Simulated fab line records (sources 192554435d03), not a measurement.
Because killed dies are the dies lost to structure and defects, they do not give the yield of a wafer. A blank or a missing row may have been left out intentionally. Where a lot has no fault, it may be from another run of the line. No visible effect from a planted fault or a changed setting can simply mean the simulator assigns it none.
Struck lot and sound lot, side by side :: flow n5 finfet :: 23 out of 1938 route steps
Sound: the wafers L179.1, L179.3, L179.4. The struck wafers were L181.1, L181.4, L181.6. The cause is given at the end.
Order at every step that has rows: each side's tool, ch and its chambers, its first start. Under that, the readings that differ: sound wafers :: struck wafers :: difference of the means :: sigmas: that difference in standard deviations of wafers without a fault.
alike: readings with means less than 2 such deviations apart, plus words and numbers identical on both sides. not compared: withheld readings, readings lacking a value on some wafer, bounds such as >300 that could conceal the same value, and numbers that have no deviation in the record and whose values overlap.
The two part at a step that has a row with sigmas, a row that says differs or no value, or rows on one side only. Numbers that have no deviation but don't overlap get no sigmas and don't part them. A reading that every wafer of one side lacks parts them only if that side has two wafers or more.

first, 9 steps without rows for these wafers: N5_BEOL_M1_DEVELOP_10 (develop time 30 s); N5_BEOL_M1_DESCUM_16 (chemistry O2, time 7 s); N5_BEOL_M1_ETCH_74 (etches underlayer in N2/H2, target depth 6.5 nm, time 5.2 s); N5_BEOL_M1_ETCH_63 (etches SiARC in CF4, target depth 15.6 nm, time 26 s); N5_BEOL_M1_ETCH_64 (etches SOC in N2/H2, target depth 75 nm, overetch 15 nm, time 112.5 s); N5_BEOL_M1_STRIP_65 (strips in N2/H2); N5_BEOL_M1_STRIP_75 (strips in N2/H2); N5_BEOL_M1_STRIP_66 (strips in CF4); N5_BEOL_M1_HM_OPEN_17 (chemistry Cl2/BCl3, target TiN, target depth 20 nm, overetch 6 nm).
N5_BEOL_M1_STRIP_19: strips in O2.
  sound on rie diel-05 ch 1,2,3, day 8 12:11; struck on rie diel-05 ch 0,2, day 8 23:02
  alike: chamber pressure mTorr, drypump motor current A, oes product au, rf vpp V, showerhead plenum p Torr, throttle valve pct
  not compared: rf hours counter h
then, 9 steps without rows for these wafers: N5_BEOL_M1_COAT_67 (time 60 s, resist thk 60 nm); N5_BEOL_M1_COAT_68 (time 60 s, resist thk 12 nm); N5_BEOL_M1_COAT_76 (time 60 s, resist thk 5 nm); N5_BEOL_M1_COAT_22 (resist thk 30 nm); N5_BEOL_M1_EBR_24; N5_BEOL_M1_SOFTBAKE_23 (time 60 s); N5_BEOL_M1_EXPOSE_25 (exposes mask V0, defocus 5 nm, target cd 24 nm); N5_BEOL_M1_PEB_26 (peb time 60 s); N5_BEOL_M1_DEVELOP_27 (develop time 30 s).
N5_BEOL_M1_INSPECT_30: inspects for defects (brightfield).
  sound on defect inspect-02 at day 8 12:55; struck on defect inspect-01 at day 8 23:38
reading: raw defect count
sound: 244 314 328
struck: 1284 1195 1347
difference: +980
sigmas: +11
then, 1 step without rows for these wafers: N5_BEOL_M1_DESCUM_33 (chemistry O2, time 7 s).
N5_BEOL_M4_RC_MEAS_101:
  sound on prober-02 ch 0, day 10 08:32; struck on prober-01 ch 0, day 10 21:54
  alike: DIBL_N, DIBL_P, IOFF_N, IOFF_P, ION_N, ION_P, SS_N, SS_P, VT_N, VT_P
-- the record jumps here: 4 days lie between the struck wafers' starts before and after (it left off in module BEOL_M4 and takes up again in module PASSIVATION, whose first step shown is number 1936 of the route) --
N5_PASSIVATION_PROBE_49:
  sound on prober-01 at day 15 00:47; struck on prober-01 at day 15 06:17
reading: defect limited yield (%)
sound: 92.0 93.0 90.3
struck: 84.9 83.8 84.5
difference: -7.4
sigmas: -6

reading: killed_at_M0_to_M3
sound: 26 30 17
struck: 116 105 123
difference: +90
sigmas: +9

reading: killed dies
sound: 94 83 114
struck: 178 191 183
difference: +87
sigmas: +6

reading: killed on rim
sound: 13 12 14
struck: 30 33 29
difference: +18
sigmas: +5

reading: sort_bin_5_function (%)
sound: 5.3 4.4 6.1
struck: 9.5 9.2 8.9
difference: +3.9
sigmas: +5

reading: sort n pass
sound: 1086 1097 1066
struck: 1002 989 997
difference: -87
sigmas: -6

reading: sort yield pct (%)
sound: 92.0 93.0 90.3
struck: 84.9 83.8 84.5
difference: -7.4
sigmas: -6
  alike: killed_at_M4_up, killed at contacts, killed at front end, killed at other, killed open, killed short, sort_bin_6_memory

## WHERE THEY PART
Earliest at N5_BEOL_M1_INSPECT_30; latest, in this record, at N5_PASSIVATION_PROBE_49.

WHY: what had been put in by the simulator
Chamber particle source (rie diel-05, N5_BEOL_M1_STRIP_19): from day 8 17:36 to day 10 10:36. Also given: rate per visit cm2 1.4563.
